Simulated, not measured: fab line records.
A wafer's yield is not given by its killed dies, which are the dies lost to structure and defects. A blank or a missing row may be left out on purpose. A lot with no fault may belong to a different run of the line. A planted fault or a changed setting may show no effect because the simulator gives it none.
fab line records	flow n5_finfet
record lots=10	wafers=30	last_day=19
route steps=1938 shown BEOL_M3@932 BEOL_M4@1111
lots that met no fault: taken from a fault-free run of the same line
start_h: hours from the record's opening day to when the first of the lot's shown wafers began	wait_h: hours from the lot's prior step to this one	" identical to the entry in the row above	L1.1+2: one row covering several wafers at once	- no value, or no start was given	* or withheld: withheld	< > ~ a bound
route shown NAME@n: names a module that has steps shown in the file, with the first one's number in the route	usual: mean/standard deviation of fault-free wafers	same: alike in all rows	chamber/n: place in a boat	sites: per-site readings	_std_site: their standard deviation	_edge_site: outer sites' mean less inner sites'	radius_mm: for every site, how far away it sits from the centre of the wafer	mask NAME#n: copy n	behind: tool/chamber where the wafer was last shaped	hold: why the lot went on hold/how many hours it stayed there/how the hold came to an end	device: transistor that didn't switch, given as n, p or np	end of line: the route-end tests of the same wafers	a step with no rows: only its recipe	killed: dies lost to structure and defects at the first sort, not the wafer's yield	map: dies across one wafer; x = killed, . = not, _ = none there
set.NAME: the setting the step ran with; set.NAME@STEP: the setting that earlier step ran with	model.NAME: the simulator's own value behind a step, which no gauge read
steps of the route over a sample of lots; a table a step, a row a wafer
services: the hour from which a tool's chamber was out of use, counted from the record's first day as start_h (under 0 if before that day), plus the number of hours and why
## steps
# step N5_BEOL_M3_THK_MEAS_01
# recipe reads=SiOC_of_BEOL_M3_ILD_DEP_00
# usual M3_ILD_THK=78.7/1.1
lot.wafer	tool	chamber	start_h	wait_h	M3_ILD_THK[nm]
L312.1	film_metro-02	-	158.97	0.0	79.4
L312.4	"	-	"	"	79.7
L312.6	"	-	"	"	78.1
L313.1	film_metro-01	-	159.78	0.0	78.4
L313.2	"	-	"	"	76.4
L313.6	"	-	"	"	79.4
L318.2	film_metro-02	-	181.88	0.1	77.8
L318.4	"	-	"	"	78.9
L318.5	"	-	"	"	79.2
L319.1	film_metro-02	-	201.83	0.0	77.5
L319.2	"	-	"	"	77.1
L319.6	"	-	"	"	79.1
L322.1	film_metro-01	-	244.08	0.0	79.8
L322.3	"	-	"	"	77.4
L322.4	"	-	"	"	79.8
L324.2	film_metro-02	-	266.88	0.1	79.0
L324.4	"	-	"	"	79.3
L324.5	"	-	"	"	80.1
L314.3	film_metro-02	-	272.37	0.1	77.7
L314.4	"	-	"	"	79.4
L314.6	"	-	"	"	77.7
L331.2	film_metro-02	-	285.09	0.1	78.4
L331.4	"	-	"	"	79.7
L331.6	"	-	"	"	79.6
L332.1	film_metro-01	-	288.56	0.0	76.6
L332.3	"	-	"	"	76.5
L332.4	"	-	"	"	78.5
L335.1	film_metro-02	-	297.71	0.0	78.2
L335.5	"	-	"	"	79.9
L335.6	"	-	"	"	78.1
# step N5_BEOL_M3_HM_DEP_02
# recipe material=TiN	target_thk_a=200	temp_c=25	chamber_pressure_pa=0.49996
# usual substrate_temp_c=25.01/0.12	susceptor_temp_C=25.02/0.11	throttle_valve_pct=30.2/0.76
lot.wafer	tool	chamber	start_h	wait_h	substrate_temp_c	susceptor_temp_C	throttle_valve_pct
L312.1	pvd_sputter-01	-	159.35	0.3	24.98	24.95	31.2
L312.4	"	-	"	"	25.04	25.08	29.4
L312.6	"	-	"	"	25.04	25.15	31.0
L313.1	pvd_sputter-03	-	161.86	2.0	25.19	25.20	29.8
L313.2	"	-	"	"	25.25	24.94	30.9
L313.6	"	-	"	"	25.19	25.19	29.7
L318.2	pvd_sputter-02	-	182.34	0.4	24.88	24.86	30.6
L318.4	"	-	"	"	25.06	25.18	31.0
L318.5	"	-	"	"	25.13	24.97	30.6
L319.1	pvd_sputter-02	-	202.17	0.3	25.03	24.98	29.0
L319.2	"	-	"	"	25.00	24.76	30.3
L319.6	"	-	"	"	24.89	25.02	29.1
L322.1	pvd_sputter-02	-	244.18	0.0	24.83	25.05	29.2
L322.3	"	-	"	"	25.05	25.04	30.6
L322.4	"	-	"	"	24.97	25.03	30.1
L324.2	pvd_sputter-02	-	267.34	0.4	24.96	24.91	30.3
L324.4	"	-	"	"	25.24	25.19	30.6
L324.5	"	-	"	"	25.11	25.21	30.5
L314.3	pvd_sputter-03	-	272.78	0.4	25.13	25.11	29.6
L314.4	"	-	"	"	25.06	25.15	30.0
L314.6	"	-	"	"	25.05	24.99	31.1
L331.2	pvd_sputter-01	-	287.54	2.4	24.99	25.01	29.5
L331.4	"	-	"	"	25.04	24.91	31.0
L331.6	"	-	"	"	24.92	25.16	30.9
L332.1	pvd_sputter-03	-	288.65	0.0	24.91	24.99	29.2
L332.3	"	-	"	"	25.09	25.03	29.8
L332.4	"	-	"	"	24.96	24.86	31.0
L335.1	pvd_sputter-02	-	299.17	1.4	24.98	24.95	30.7
L335.5	"	-	"	"	24.96	25.05	30.6
L335.6	"	-	"	"	24.99	24.93	29.1
# step N5_BEOL_M3_COAT_73
# recipe resist=underlayer	temp_c=205	time_s=60	spin_rpm=1500	resist_thk_nm=5
# usual plate_temp_C=204.97/0.17	spin_speed_rpm=1500.0/0.98
lot.wafer	tool	chamber	start_h	wait_h	plate_temp_C	spin_speed_rpm
L312.1	litho_track-02	0	159.48	-	204.70	1500.1
L312.4	"	0	"	"	204.79	1498.9
L312.6	"	0	"	"	205.06	1501.5
L313.1	litho_track-04	0	161.99	-	205.10	1499.3
L313.2	"	0	"	"	204.79	1499.2
L313.6	"	0	"	"	205.00	1498.2
L318.2	litho_track-03	0	182.48	-	204.92	1499.3
L318.4	"	0	"	"	204.97	1498.3
L318.5	"	0	"	"	204.78	1498.8
L319.1	litho_track-03	0	202.30	-	205.22	1498.7
L319.2	"	0	"	"	204.93	1498.7
L319.6	"	0	"	"	205.27	1501.2
L322.1	litho_track-03	0	244.31	-	204.92	1437.4
L322.3	"	0	"	"	204.99	1437.0
L322.4	"	0	"	"	205.05	1437.0
L324.2	litho_track-03	0	267.47	-	204.79	1437.3
L324.4	"	0	"	"	204.86	1437.8
L324.5	"	0	"	"	204.85	1438.3
L314.3	litho_track-04	0	272.92	-	204.95	1499.3
L314.4	"	0	"	"	205.07	1502.0
L314.6	"	0	"	"	205.31	1499.4
L331.2	litho_track-02	0	287.68	-	205.15	1498.3
L331.4	"	0	"	"	205.26	1498.8
L331.6	"	0	"	"	205.20	1498.3
L332.1	litho_track-04	0	288.79	-	205.26	1500.6
L332.3	"	0	"	"	205.09	1500.0
L332.4	"	0	"	"	204.82	1499.5
L335.1	litho_track-02	0	299.30	-	204.75	1499.1
L335.5	"	0	"	"	204.69	1500.1
L335.6	"	0	"	"	204.71	1499.3
# step N5_BEOL_M3_INSPECT_13
# recipe mode=adi	inspect_instrument=brightfield
# usual raw_defect_count=408/86
lot.wafer	tool	chamber	start_h	wait_h	raw_defect_count
L312.1	defect_inspect-02	-	159.95	0.1	391
L312.4	"	-	"	"	370
L312.6	"	-	"	"	377
L313.1	defect_inspect-02	-	162.34	0.1	616
L313.2	"	-	"	"	374
L313.6	"	-	"	"	460
L318.2	defect_inspect-01	-	182.95	0.0	308
L318.4	"	-	"	"	465
L318.5	"	-	"	"	331
L319.1	defect_inspect-02	-	202.65	0.1	386
L319.2	"	-	"	"	339
L319.6	"	-	"	"	274
L322.1	defect_inspect-01	-	244.66	0.1	403
L322.3	"	-	"	"	510
L322.4	"	-	"	"	552
L324.2	defect_inspect-02	-	267.95	0.0	390
L324.4	"	-	"	"	354
L324.5	"	-	"	"	342
L314.3	defect_inspect-01	-	273.56	0.3	486
L314.4	"	-	"	"	511
L314.6	"	-	"	"	391
L331.2	defect_inspect-02	-	288.16	0.1	644
L331.4	"	-	"	"	501
L331.6	"	-	"	"	425
L332.1	defect_inspect-01	-	289.13	0.1	458
L332.3	"	-	"	"	343
L332.4	"	-	"	"	350
L335.1	defect_inspect-02	-	299.65	0.1	376
L335.5	"	-	"	"	398
L335.6	"	-	"	"	420
# step N5_BEOL_M4_RC_MEAS_101
# usual DIBL_N=36.0/1.7	DIBL_P=36.2/1.9	IOFF_N=0.154/0.028	IOFF_P=0.21/0.036	ION_N=675/11	ION_P=463/8.3	SS_N=71.4/0.63	SS_P=73.2/0.55	VT_N=250.2/3	VT_P=-251/3.7
lot.wafer	tool	chamber	start_h	wait_h	DIBL_N[mV/V]	DIBL_P[mV/V]	IOFF_N[nA/um]	IOFF_P[nA/um]	ION_N[uA/um]	ION_P[uA/um]	SS_N[mV/dec]	SS_P[mV/dec]	VT_N[mV]	VT_P[mV]
L312.1	prober-02	0	192.80	0.0	37.5	37.4	0.178	0.29	673	469	71.7	73.6	248.0	-242
L312.4	"	0	"	"	34.2	33.4	0.133	0.23	672	475	70.0	73.3	251.1	-245
L312.6	"	0	"	"	36.4	35.8	0.157	0.26	666	468	71.2	73.5	253.0	-243
L313.1	prober-01	0	197.44	0.0	35.0	33.2	0.116	0.17	670	455	71.2	73.0	252.2	-252
L313.2	"	0	"	"	38.3	38.5	0.186	0.26	688	474	72.9	73.9	245.6	-247
L313.6	"	0	"	"	39.0	38.7	0.196	0.26	700	477	72.4	73.9	245.2	-246
L318.2	prober-02	0	264.84	0.2	34.7	35.6	0.134	0.18	666	460	71.4	72.7	252.2	-252
L318.4	"	0	"	"	35.7	36.4	0.155	0.20	679	461	71.4	72.8	248.9	-251
L318.5	"	0	"	"	35.7	36.5	0.146	0.19	674	465	71.2	72.5	249.6	-251
L319.1	prober-01	0	269.35	0.0	36.9	37.4	0.154	0.20	673	455	71.7	73.4	252.1	-252
L319.2	"	0	"	"	35.5	35.5	0.126	0.18	660	455	72.1	72.6	252.8	-252
L319.6	"	0	"	"	36.7	36.4	0.142	0.18	670	455	71.4	73.1	250.3	-254
L322.1	prober-02	0	291.63	0.0	38.4	38.3	0.186	0.21	689	457	71.5	73.9	247.5	-252
L322.3	"	0	"	"	36.0	35.2	0.135	0.17	667	452	71.5	73.1	250.2	-253
L322.4	"	0	"	"	37.1	35.5	0.162	0.18	677	456	71.9	73.5	250.1	-255
L324.2	prober-02	0	300.37	0.2	35.6	36.0	0.124	0.18	651	450	71.6	72.4	252.7	-252
L324.4	"	0	"	"	37.3	38.0	0.157	0.21	668	456	72.5	72.9	251.6	-251
L324.5	"	0	"	"	38.7	38.1	0.185	0.22	668	457	72.8	73.2	248.1	-249
L314.3	prober-01	0	307.21	0.3	34.5	35.1	0.143	0.19	664	458	71.8	73.2	250.0	-254
L314.4	"	0	"	"	36.8	38.3	0.181	0.23	683	470	71.7	74.0	249.0	-251
L314.6	"	0	"	"	37.0	39.3	0.202	0.26	688	469	72.3	73.5	244.7	-247
L331.2	prober-01	0	340.00	0.2	35.2	32.4	0.128	0.17	662	459	70.8	72.1	256.1	-253
L331.4	"	0	"	"	33.8	32.5	0.107	0.17	669	462	70.2	72.8	258.0	-255
L331.6	"	0	"	"	36.6	35.7	0.150	0.22	673	466	71.1	72.9	251.3	-248
L332.1	prober-01	0	342.37	0.0	35.8	35.9	0.150	0.18	663	453	71.1	72.5	251.4	-251
L332.3	"	0	"	"	36.0	36.7	0.158	0.20	665	462	71.2	72.8	247.5	-249
L332.4	"	0	"	"	39.1	38.8	0.214	0.23	697	468	71.9	73.2	244.7	-251
L335.1	prober-02	0	347.04	0.0	36.1	36.9	0.145	0.21	660	455	71.4	73.0	253.2	-253
L335.5	"	0	"	"	35.9	34.8	0.148	0.19	662	456	71.4	72.7	252.0	-252
L335.6	"	0	"	"	37.9	39.6	0.192	0.25	697	471	72.3	73.9	247.7	-249
## services
tool	chamber	start_h	hours	kind
litho_track-03	-	202.61	-	consumable_replace:filter
pvd_sputter-03	-	205.12	1.6	repair
pvd_sputter-01	-	237.91	1.1	repair
litho_track-02	-	279.12	-	consumable_replace:filter
## key
first_sign step=N5_BEOL_M3_COAT_73	reading=spin_speed_rpm	direction=down	sigmas=64	usual=*	struck=*
effect none on later readings
met_at N5_BEOL_M3_COAT_73
struck_lots L322,L324
not_acting_at N5_BEOL_M3_THK_MEAS_01,N5_BEOL_M3_HM_DEP_02,N5_BEOL_M3_INSPECT_13
onset_between 202.30 244.31
fault kind=process_parameter_drift	tool=litho_track-03	chamber=-	onset_h=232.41	steps=N5_BEOL_M3_COAT_73	channel=spin_rpm	offset=*	shape=step	end_h=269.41	acts_in=*	stated=*
